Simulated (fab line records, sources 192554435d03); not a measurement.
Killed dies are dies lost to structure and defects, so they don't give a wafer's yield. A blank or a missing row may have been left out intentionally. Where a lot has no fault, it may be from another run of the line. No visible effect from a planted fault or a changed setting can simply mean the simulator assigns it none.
Which tool is to blame?	flow n5Finfet	10 lots, 30 wafers sampled, at 6 steps of a route of 1938

## WHAT EACH GAUGE READ, for each wafer
N5_BEOL_M9_INSPECT_13: inspects for defects (brightfield). Usual: 407 for rawDefectCount, sd 100.
lot	measured	on	rawDefectCount	flag
L178	day 11 00:13	defectInspect-02	348 324 389	
L182	day 11 02:14	defectInspect-02	620 541 420	
L184	day 11 20:41	defectInspect-02	480 349 565	
L183	day 11 20:54	defectInspect-02	448 406 399	
L185	day 12 06:25	defectInspect-02	376 376 361	
L192	day 13 18:44	defectInspect-01	798 809 788	OFF
L190	day 13 19:12	defectInspect-01	704 818 771	OFF
L195	day 14 14:37	defectInspect-02	345 275 388	
L197	day 15 09:05	defectInspect-02	389 387 359	
L196	day 15 09:16	defectInspect-02	376 249 298	

N5_BEOL_M9_INSPECT_30: inspects for defects (brightfield). Usual: 423 for rawDefectCount, sd 110.
lot	measured	on	rawDefectCount	flag
L178	day 11 01:13	defectInspect-02	351 332 379	
L182	day 11 03:28	defectInspect-01	741 635 498	
L184	day 11 23:15	defectInspect-02	466 346 567	
L183	day 11 23:12	defectInspect-01	518 437 490	
L185	day 12 08:05	defectInspect-02	366 351 376	
L192	day 13 19:44	defectInspect-01	784 791 772	OFF
L190	day 13 20:50	defectInspect-02	661 736 674	
L195	day 14 15:38	defectInspect-01	434 372 475	
L197	day 15 12:22	defectInspect-02	404 372 363	
L196	day 15 12:10	defectInspect-01	453 267 344	

## EACH LOT AND THE TOOL THAT RAN IT (in order: tool; ch and the chambers of the sampled wafers; start)
lot	N5_BEOL_M8_ALD_77	N5_BEOL_M8_SPUTTER_48	N5_BEOL_M8_DEP_56	N5_BEOL_M9_PECVD_70
L178	aldMetal-04 ch 0,1,3, day 10 19:47	pvdSputter-03, day 10 21:47	pecvd-03 ch 1,2, day 10 22:40	pecvd-04 ch 1,2, day 10 23:26
L182	aldMetal-01 ch 2,3, day 10 22:55	pvdSputter-01, day 10 23:22	pecvd-04 ch 0,1,2, day 11 00:23	pecvd-04 ch 0,1, day 11 01:22
L184	aldMetal-03 ch 0,1,2, day 11 14:46	pvdSputter-02, day 11 17:35	pecvd-03 ch 0,1,2, day 11 18:32	pecvd-03 ch 0,1,2, day 11 19:18
L183	aldMetal-04 ch 0,1,2, day 11 14:58	pvdSputter-02, day 11 17:46	pecvd-01 ch 0,1, day 11 18:40	pecvd-04 ch 1,2, day 11 19:27
L185	aldMetal-03 ch 0,1,3, day 12 03:08	pvdSputter-01, day 12 03:45	pecvd-04 ch 0,1,2, day 12 04:38	pecvd-03 ch 0,1,2, day 12 05:23
L192	aldMetal-04 ch 0,2,3, day 13 14:14	pvdSputter-03, day 13 14:46	pecvd-04 ch 0,1, day 13 15:39	pecvd-04 ch 0,2, day 13 16:25
L190	aldMetal-01 ch 0,2,3, day 13 14:15	pvdSputter-03, day 13 14:50	pecvd-01 ch 0,1,2, day 13 16:06	pecvd-04 ch 0,1,2, day 13 17:26
L195	aldMetal-03 ch 0,1,3, day 14 09:59	pvdSputter-02, day 14 10:52	pecvd-04 ch 0,1,2, day 14 11:44	pecvd-02 ch 1,2, day 14 12:30
L197	aldMetal-04 ch 0,1, day 15 04:58	pvdSputter-02, day 15 05:31	pecvd-01 ch 0,1,2, day 15 06:27	pecvd-03 ch 0,1,2, day 15 07:13
L196	aldMetal-04 ch 2,3, day 15 05:31	pvdSputter-02, day 15 06:10	pecvd-03 ch 0,2, day 15 07:04	pecvd-03 ch 0,1,2, day 15 07:49
- N5_BEOL_M8_ALD_77: deposits TaN, target thk 2 nm, pulse time 2 s, purge time 3 s.
- N5_BEOL_M8_SPUTTER_48: material Cu, target thk 10 nm, time 1.667 s.
- N5_BEOL_M8_DEP_56: deposits SiCN from 3MS/NH3, target thk 10 nm, time 17.5 s.
- N5_BEOL_M9_PECVD_70: deposits SiO2 from TEOS/O2, target thk 20 nm, time 22.7 s.

## AS READ BY THE TOOLS THEMSELVES (means over the sampled wafers that have a number; for cases with no such wafer, the mark the record gives instead)
N5_BEOL_M8_ALD_77. Usual: heaterPowerW 412 W, standard deviation 35; mfcCarrierSccm 1500 sccm, standard deviation 4.3.
lot	tool	heaterPowerW (W)	mfcCarrierSccm (sccm)	flag
L178	aldMetal-04	406	1502	
L182	aldMetal-01	350	1496	
L184	aldMetal-03	450	1501	
L183	aldMetal-04	398	1498	
L185	aldMetal-03	429	1502	
L192	aldMetal-04	384	1500	
L190	aldMetal-01	382	1497	
L195	aldMetal-03	436	1501	
L197	aldMetal-04	406	1506	
L196	aldMetal-04	371	1501	

N5_BEOL_M8_SPUTTER_48. Usual: 30.2 % for throttleValvePct, sd 1.1.
lot	tool	throttleValvePct (%)	flag
L178	pvdSputter-03	29.8	
L182	pvdSputter-01	30.7	
L184	pvdSputter-02	30.0	
L183	pvdSputter-02	30.5	
L185	pvdSputter-01	31.3	
L192	pvdSputter-03	29.3	
L190	pvdSputter-03	29.3	
L195	pvdSputter-02	30.9	
L197	pvdSputter-02	29.7	
L196	pvdSputter-02	29.9	

N5_BEOL_M8_DEP_56. Usual: showerheadPlenumPTorr 3.668 Torr, standard deviation 0.014; throttleValvePct 9.0 %, standard deviation 0.53.
lot	tool	showerheadPlenumPTorr (Torr)	throttleValvePct (%)	flag
L178	pecvd-03	3.670	8.8	
L182	pecvd-04	3.664	9.1	
L184	pecvd-03	3.671	9.0	
L183	pecvd-01	3.659	8.7	
L185	pecvd-04	3.667	9.0	
L192	pecvd-04	3.652	9.6	
L190	pecvd-01	3.672	8.8	
L195	pecvd-04	3.671	9.0	
L197	pecvd-01	3.668	8.8	
L196	pecvd-03	3.661	9.0	

N5_BEOL_M9_PECVD_70. Usual: heaterPowerW 710 W, standard deviation 72; showerheadPlenumPTorr 8.80 Torr, standard deviation 0.061; throttleValvePct 22.4 %, standard deviation 1.4.
lot	tool	heaterPowerW (W)	showerheadPlenumPTorr (Torr)	throttleValvePct (%)	flag
L178	pecvd-04	710	8.86	21.4	
L182	pecvd-04	647	8.73	23.6	
L184	pecvd-03	675	8.80	22.3	
L183	pecvd-04	729	8.81	22.9	
L185	pecvd-03	695	8.80	22.3	
L192	pecvd-04	700	8.78	21.5	
L190	pecvd-04	713	8.80	22.3	
L195	pecvd-02	642	8.81	22.4	
L197	pecvd-03	675	8.81	22.5	
L196	pecvd-03	677	8.81	22.3	

## THE ANSWER, worked out from the rows above alone
Rule: a lot counts as off when the mean over its wafers that have a number is more than 3 standard deviations away from the usual mean. Also off: a lot with no number at a reading for which 4 or more lots have one. Where the step has rows for the other lots, those lots are counted as sound. After the gauges, taken in route order, come the tools' own readings; for these a lot's mean is taken, as printed above. At the first step where some lot is off, the reading lying furthest off is the one used; lots without a number count as furthest.
Off at N5_BEOL_M9_INSPECT_13 (rawDefectCount): L192, L190.
A tool fits if, at a process step before that reading, it ran every lot that is off, and no sound lot after the first of them. Those tools and the gauges at N5_BEOL_M9_INSPECT_13 are tried in the same way. Can't be told from this: 3 tools fit, pvdSputter-03 at N5_BEOL_M8_SPUTTER_48, pecvd-04 at N5_BEOL_M9_PECVD_70, defectInspect-01 at N5_BEOL_M9_INSPECT_13.

## WHAT THE SIMULATOR HAD INSERTED
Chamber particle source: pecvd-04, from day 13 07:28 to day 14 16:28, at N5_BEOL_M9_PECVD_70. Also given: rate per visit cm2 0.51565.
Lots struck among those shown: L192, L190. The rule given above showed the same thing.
